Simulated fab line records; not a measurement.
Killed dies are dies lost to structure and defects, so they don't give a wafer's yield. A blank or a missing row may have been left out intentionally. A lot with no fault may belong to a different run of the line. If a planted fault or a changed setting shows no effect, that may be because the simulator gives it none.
What tool caused it? -- flow nand harc -- 11 lots, 33 wafers sampled, at 4 steps of a route of 1159

== WHAT THE GAUGES SHOWED, per wafer ==
NHARC_P_STI_INSPECT_25.
lot,measured,on,raw defect count
L832,day 3 10:45,defect inspect-02,291 311 163
L833,day 3 21:45,defect inspect-01,228 222 178
L836,day 4 13:16,defect inspect-01,199 230 322
L841,day 6 07:47,defect inspect-02,170 109 98
L843,day 6 07:47,defect inspect-01,741 821 768
L845,day 6 22:04,defect inspect-02,863 663 806
L846,day 7 05:32,defect inspect-01,235 157 267
L849,day 7 19:12,defect inspect-01,161 259 198
L851,day 8 13:14,defect inspect-02,163 140 204
L854,day 9 00:46,defect inspect-02,226 171 283
L855,day 9 08:27,defect inspect-02,221 287 147

== TOOL THAT RAN EACH LOT (tool first, then ch and the chambers of the sampled wafers, then the start) ==
lot,NHARC_P_ZERO_WELL_DESCUM_13,NHARC_P_ZERO_WELL_RTA_42,NHARC_P_STI_ETCH_37
L832,"rie diel-08 ch 1,3, day 1 13:23","rtp anneal-01 ch 0, day 1 18:56","wet bench-01 ch 2,4,5, day 3 04:29"
L833,"rie diel-08 ch 0,1,3, day 1 19:17","rtp anneal-01 ch 0, day 2 01:04","wet bench-02 ch 3,5,6, day 3 13:39"
L836,"rie diel-08 ch 1,2,3, day 2 13:25","rtp anneal-01 ch 0, day 2 19:04","wet bench-02 ch 2,3,6, day 4 08:13"
L841,"rie diel-08 ch 0,1, day 3 19:26","rtp anneal-02 ch 0, day 4 01:09","wet bench-07 ch 0,6,7, day 5 18:13"
L843,"rie diel-07 ch 0,1,2, day 4 07:28","rtp anneal-01 ch 0, day 4 12:50","wet bench-02 ch 2,4,7, day 6 02:24"
L845,"rie diel-11 ch 1,2,3, day 4 19:21","rtp anneal-01 ch 0, day 5 00:51","wet bench-02 ch 2,3,5, day 6 13:56"
L846,"rie diel-08 ch 1,3, day 5 01:25","rtp anneal-02 ch 0, day 5 06:56","wet bench-01 ch 1,2,7, day 6 21:34"
L849,"rie diel-11 ch 0,1,3, day 5 19:17","rtp anneal-02 ch 0, day 6 00:54","wet bench-01 ch 3,6,7, day 7 11:05"
L851,"rie diel-11 ch 0,1,3, day 6 07:16","rtp anneal-01 ch 0, day 6 12:29","wet bench-07 ch 0,1,6, day 8 02:38"
L854,"rie diel-08 ch 2,3, day 7 01:24","rtp anneal-01 ch 0, day 7 07:09","wet bench-01 ch 3,5,6, day 8 16:47"
L855,"rie diel-11 ch 0,1,3, day 7 07:28","rtp anneal-01 ch 0, day 7 13:03","wet bench-07 ch 0,4,7, day 9 00:21"
- NHARC_P_ZERO_WELL_DESCUM_13: chemistry O2, time 3 s.
- NHARC_P_ZERO_WELL_RTA_42: time 300 s.
- NHARC_P_STI_ETCH_37: etches SiO2 in dHF, target depth 11 nm.

== THE ANSWER, worked out from the rows above alone ==
Rule: what is usual is taken from the lots themselves. The widest of any qualifying gaps counts: lots, ordered by their means at a reading, are off when they make up no more than a third of the lots, leave a main group of 4 or more, and stand apart from it by 3 or more times the standard deviation of that group's means. The tables above print the reading to a certain number of digits; a main group whose means all agree to those digits is not used. Also off: a lot with no number at a reading for which 4 or more lots have one. All remaining lots with rows at the step are treated as sound.
Off: L843, L845 (NHARC_P_STI_INSPECT_25, raw defect count). Mean 209 and standard deviation 38 in the main group.
A tool fits if, at a process step before that reading, it ran every lot that is off, and no sound lot after the first of them. Gauges at NHARC_P_STI_INSPECT_25: tried the same way as those tools. One fits: wet bench-02 at NHARC_P_STI_ETCH_37. Its last sound lot is L836 (day 4 08:13), its first lot that is off L843 (day 6 02:24): a fault that began between those two fits.

== WHAT WAS PUT IN BY THE SIMULATOR ==
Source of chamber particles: wet bench-02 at NHARC_P_STI_ETCH_37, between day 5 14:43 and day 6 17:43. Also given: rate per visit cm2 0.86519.
Lots struck among those shown: L843, L845. The rule given above showed the same thing.
